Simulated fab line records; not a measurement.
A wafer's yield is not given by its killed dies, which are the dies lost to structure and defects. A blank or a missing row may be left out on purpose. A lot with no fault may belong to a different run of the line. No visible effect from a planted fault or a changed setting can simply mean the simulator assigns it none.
Matching of chambers ; flow nand-harc ; NHARC_P_GATE_DESCUM_48 on rie-diel-11: 4 sister chambers
The step chemistry O2, time 3 s. 4 wafers are shown with their chamber, then 12 later ones without.

== EACH WAFER AND ITS CHAMBER ==
wafer;chamber;drypump-motor-current-A (A)
L084.5;1;5.78
L085.2;2;5.20
L086.4;0;5.62
L086.5;3;5.11

== WAFERS WHOSE CHAMBER IS MISSING ==
wafer;drypump-motor-current-A (A)
L088.1;5.21
L088.4;5.63
L088.5;5.22
L091.2;5.12
L091.3;5.61
L091.4;5.19
L095.2;5.59
L095.3;5.78
L095.6;5.57
L097.2;5.21
L097.3;5.61
L097.5;5.18

== CHAMBER TAKEN BY EACH ==
wafer;from the rows above;in truth
L088.1;2;2
L088.4;0;0
L088.5;2;2
L091.2;3;3
L091.3;0;0
L091.4;2;2
L095.2;0;0
L095.3;1;1
L095.6;0;0
L097.2;2;2
L097.3;0;0
L097.5;2;2
Placed correctly: 12 of 12. Can't be placed from these rows: 0. Number placed wrongly: 0.
How it was worked out, from the rows above alone: a wafer's distance from a chamber is the root of the sum, over the readings, of the square of ((its reading less the chamber's mean) divided by the reading's scatter). If the next closest chamber is less than 2 further off than the closest, the wafer can't be placed; otherwise it belongs to the closest. Each chamber's mean is taken over the wafers shown for it. The scatter: with one shown wafer a chamber, the root of the mean of the squares of how far each hidden wafer lies from its nearest shown one.
